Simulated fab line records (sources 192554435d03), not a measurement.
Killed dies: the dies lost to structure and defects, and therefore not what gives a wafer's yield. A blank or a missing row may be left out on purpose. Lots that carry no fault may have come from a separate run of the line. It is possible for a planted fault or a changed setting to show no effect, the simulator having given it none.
Which tool did it? :: flow n5_finfet :: 7 lots, 21 wafers sampled, at 5 steps of a route of 1938

## WHAT THE GAUGES SHOWED, per wafer
N5_SD_EPI_N_CD_MEAS_09: target cd 120 nm.
lot: L851
measured: day 3 19:58
on: cd_sem-02
cd_nm (nm): 119.4 120.6 119.3

lot: L853
measured: day 4 09:07
on: cd_sem-01
cd_nm (nm): 118.9 119.9 119.9

lot: L855
measured: day 4 22:19
on: cd_sem-01
cd_nm (nm): 119.8 118.8 120.6

lot: L860
measured: day 6 02:35
on: cd_sem-03
cd_nm (nm): 119.9 119.5 120.6

lot: L863
measured: day 6 21:01
on: cd_sem-02
cd_nm (nm): 121.6 120.3 120.0

lot: L865
measured: day 7 05:37
on: cd_sem-02
cd_nm (nm): 119.1 119.5 120.6

lot: L867
measured: day 7 18:44
on: cd_sem-01
cd_nm (nm): 119.3 119.1 119.3

## WHAT TOOL EACH LOT RAN ON (gives the tool, then ch and the chambers of the sampled wafers, and finally the start)
lot: L851
N5_DUMMY_GATE_STRIP_41: rie_diel-05 ch 0,2,3, day 3 18:11
N5_DUMMY_GATE_ETCH_44: rie_si-05 ch 0,2,3, day 3 18:29
N5_SPACER0_ALD_07: ald_sin-04 ch 0,2,3, day 3 18:59
N5_SD_EPI_N_PEB_07: litho_track-02 ch 0, day 3 19:53

lot: L853
N5_DUMMY_GATE_STRIP_41: rie_diel-01 ch 0,2, day 4 07:24
N5_DUMMY_GATE_ETCH_44: rie_si-05 ch 0,1,2, day 4 07:41
N5_SPACER0_ALD_07: ald_sin-03 ch 0,1,2, day 4 08:08
N5_SD_EPI_N_PEB_07: litho_track-01 ch 0, day 4 09:02

lot: L855
N5_DUMMY_GATE_STRIP_41: rie_diel-01 ch 0,3, day 4 20:44
N5_DUMMY_GATE_ETCH_44: rie_si-05 ch 0,1, day 4 21:02
N5_SPACER0_ALD_07: ald_sin-03 ch 0,2,3, day 4 21:28
N5_SD_EPI_N_PEB_07: litho_track-03 ch 0, day 4 22:15

lot: L860
N5_DUMMY_GATE_STRIP_41: rie_diel-01 ch 0,2,3, day 6 00:46
N5_DUMMY_GATE_ETCH_44: rie_si-05 ch 0,1,2, day 6 01:04
N5_SPACER0_ALD_07: ald_sin-04 ch 0,1,3, day 6 01:37
N5_SD_EPI_N_PEB_07: litho_track-02 ch 0, day 6 02:31

lot: L863
N5_DUMMY_GATE_STRIP_41: rie_diel-06 ch 0,2,3, day 6 19:20
N5_DUMMY_GATE_ETCH_44: rie_si-06 ch 0,2,3, day 6 19:38
N5_SPACER0_ALD_07: ald_sin-04 ch 0,2,3, day 6 20:10
N5_SD_EPI_N_PEB_07: litho_track-02 ch 0, day 6 20:56

lot: L865
N5_DUMMY_GATE_STRIP_41: rie_diel-05 ch 1,2,3, day 7 04:04
N5_DUMMY_GATE_ETCH_44: rie_si-05 ch 0,2,3, day 7 04:21
N5_SPACER0_ALD_07: ald_sin-01 ch 0,1,3, day 7 04:47
N5_SD_EPI_N_PEB_07: litho_track-03 ch 0, day 7 05:33

lot: L867
N5_DUMMY_GATE_STRIP_41: rie_diel-06 ch 0,3, day 7 16:28
N5_DUMMY_GATE_ETCH_44: rie_si-01 ch 0,1,3, day 7 16:51
N5_SPACER0_ALD_07: ald_sin-03 ch 0,1,2, day 7 17:47
N5_SD_EPI_N_PEB_07: litho_track-03 ch 0, day 7 18:40
- N5_DUMMY_GATE_STRIP_41: strips in O2.
- N5_DUMMY_GATE_ETCH_44: etches poly-Si in HBr/O2, stops on SiO2, target depth 127.5 nm.
- N5_SPACER0_ALD_07: deposits SiNx, target thk 2 nm.
- N5_SD_EPI_N_PEB_07: peb time 60 s.

## THE ANSWER, worked out from the rows above alone
Rule: what is usual is taken from the lots themselves. Put in order of their means at a reading, lots are off if they are a third of the lots or fewer, leave a main group of 4 or more, and stand apart from it by a gap of 3 or more times the standard deviation of the main group's means; of several such gaps the widest counts. The tables above print the reading to a certain number of digits; a main group whose means all agree to those digits is not used. Also off: a lot with no number at a reading for which 4 or more lots have one. All remaining lots with rows at the step are treated as sound.
No lot is off at any reading shown: from this, nothing can be told.

## WHAT THE SIMULATOR HAD INSERTED
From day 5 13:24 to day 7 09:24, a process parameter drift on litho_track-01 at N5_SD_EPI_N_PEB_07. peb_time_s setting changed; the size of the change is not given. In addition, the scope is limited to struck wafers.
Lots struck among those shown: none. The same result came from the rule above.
